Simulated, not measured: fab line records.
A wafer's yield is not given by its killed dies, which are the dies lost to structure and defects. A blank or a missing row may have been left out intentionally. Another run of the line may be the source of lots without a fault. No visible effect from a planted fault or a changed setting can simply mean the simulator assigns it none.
Comparing a struck lot with a sound one | flow nand-harc | 21 steps out of a route of 1302
Sound: the wafers L998.2, L998.3, L998.4. Struck: wafer L988.6 (L988.2, L988.3, from the same lot, were not struck and are left out); the cause is given at the end.
Each step with rows lists, per side, the tool, then ch with its chambers, then its first start. Under that, the readings that differ: sound wafers | struck wafers | difference of the means | sigmas: that difference in standard deviations of wafers without a fault.
alike: words and numbers the same on both sides, and readings whose means are apart by under 2 such deviations; not compared: readings that were withheld, readings missing a value for some wafer, numbers with overlapping values and no deviation given by the record, and bounds like >300 which may hide the same value.
Wherever a step has rows on one side only, a row that says differs or no value, or a row with sigmas, the two part there. Non-overlapping numbers with no deviation appear without sigmas and do not part them. A reading that every wafer of one side lacks parts them only if that side has two wafers or more.

NHARC_A_BLC_CMP_25: polishes, t overpolish 30 s, target thk 150 nm.
  sound on cmp-04 ch 0,1,3, day 29 13:47; struck on cmp-01 ch 2, day 26 16:00
  alike: edge-zone-pressure-frac, motor-current-A, overpolish-run-s, time-to-endpoint-s
then, 1 step without rows for these wafers: NHARC_A_BLC_SRD_27.
NHARC_A_BLC_INSPECT_28:
  sound on defect-inspect-02 at day 29 14:11; struck on defect-inspect-01 at day 26 16:23
  alike: raw-defect-count
then, 8 steps without rows for these wafers: NHARC_A_M0_DEP_00 (deposits SiOC, target thk 150 nm); NHARC_A_M0_DEHYDRATE_01 (time 120 s); NHARC_A_M0_HMDS_02 (time 30 s); NHARC_A_M0_COAT_33 (time 65 s); NHARC_A_M0_COAT_03 (resist thk 90 nm); NHARC_A_M0_SOFTBAKE_04 (time 55 s); NHARC_A_M0_EBR_05; NHARC_A_M0_EXPOSE_06 (exposes mask A M0, target cd 80 nm).
NHARC_A_M0_PEB_07: peb time 65 s.
  sound on litho-track-01 ch 0, day 29 15:09; struck on litho-track-06 ch 0, day 26 17:12
  reading                  | sound             | struck | difference | sigmas
  heater-power-total-W (W) | 157.1 156.4 157.0 | 163.7  | +6.9       | +16
then, 1 step without rows for these wafers: NHARC_A_M0_DEVELOP_08 (develop time 35 s).
NHARC_A_M0_CD_MEAS_09: target cd 80 nm.
  sound on cd-sem-03 ch 0, day 29 15:14; struck on cd-sem-01 ch 0, day 26 17:17
  reading    | sound          | struck | difference | sigmas
  cd-nm (nm) | 78.9 79.2 79.4 | 77.4   | -1.8       | -3
NHARC_A_M0_OVL_MEAS_10: pitch 160 nm.
  sound on overlay-02 at day 29 15:19; struck on overlay-02 at day 26 17:22
  alike: overlay-x-nm, overlay-y-nm
NHARC_A_M0_INSPECT_11:
  sound on defect-inspect-02 at day 29 15:21; struck on defect-inspect-01 at day 26 17:24
  alike: raw-defect-count
NHARC_A_M0_DESCUM_14: chemistry O2, time 3 s.
  sound on rie-diel-01 ch 0,1,2, day 29 15:25; struck on rie-diel-07 ch 2, day 26 17:28
  reading               | sound             | struck | difference | sigmas
  model.A_M0.cd-nm (nm) | 78.75 79.63 79.18 | 77.38  | -1.81      |
  alike: drypump-motor-current-A, oes-product-au, rf-vpp-V, showerhead-plenum-p-Torr, throttle-valve-pct
  not compared: rf-hours-counter-h
NHARC_A_M0_ETCH_34: etches the open film in N2/H2, target depth 40 nm, overetch 12 nm, time 43.94 s.
  sound on rie-diel-01 ch 0,1,3, day 29 15:30; struck on rie-diel-07 ch 2, day 26 17:34
  alike: drypump-motor-current-A, oes-product-au, rf-vpp-V, showerhead-plenum-p-Torr, throttle-valve-pct
  not compared: rf-hours-counter-h
NHARC_A_M0_ETCH_15: etches the open film in C4F8/Ar, target depth 150 nm, overetch 15 nm, time 82.5 s.
  sound on rie-diel-01 ch 0,2,3; struck on rie-diel-07 ch 3
  reading               | sound             | struck | difference | sigmas
  oes-product-au (a.u.) | 0.984 0.948 0.964 | 0.914  | -0.051     | -2
  model.A_M0.cd-nm (nm) | 78.57 79.75 79.15 | 77.29  | -1.87      |
  alike: rf-vpp-V
  not compared: rf-hours-counter-h
NHARC_A_M0_CD_MEAS_16:
  sound on cd-sem-01 at day 29 15:43; struck on cd-sem-01 at day 26 17:48
  reading    | sound          | struck | difference | sigmas
  cd-nm (nm) | 78.8 79.6 79.1 | 77.3   | -1.9       | -2
NHARC_END_SORT_01:
  sound on prober-02 ch 0, day 31 14:15; struck on prober-01 ch 0, day 28 13:40
  alike: defect-limited-yield, killed-at-array, killed-at-other, killed-at-periphery, killed-dies, killed-open, killed-short, sort_bin_2_pct, sort_bin_3_pct, sort_bin_4_pct, sort-n-pass, sort-rim-yield-pct, sort-yield-pct

## WHERE THEY PART
At NHARC_A_M0_PEB_07 first; at NHARC_A_M0_CD_MEAS_16 last (within this record only). Later steps at which nothing parts them and some readings are alike: NHARC_END_SORT_01.

WHY: what the simulator had put in
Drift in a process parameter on litho-track-06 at NHARC_A_M0_PEB_07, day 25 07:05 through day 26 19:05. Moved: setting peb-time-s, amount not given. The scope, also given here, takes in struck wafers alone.
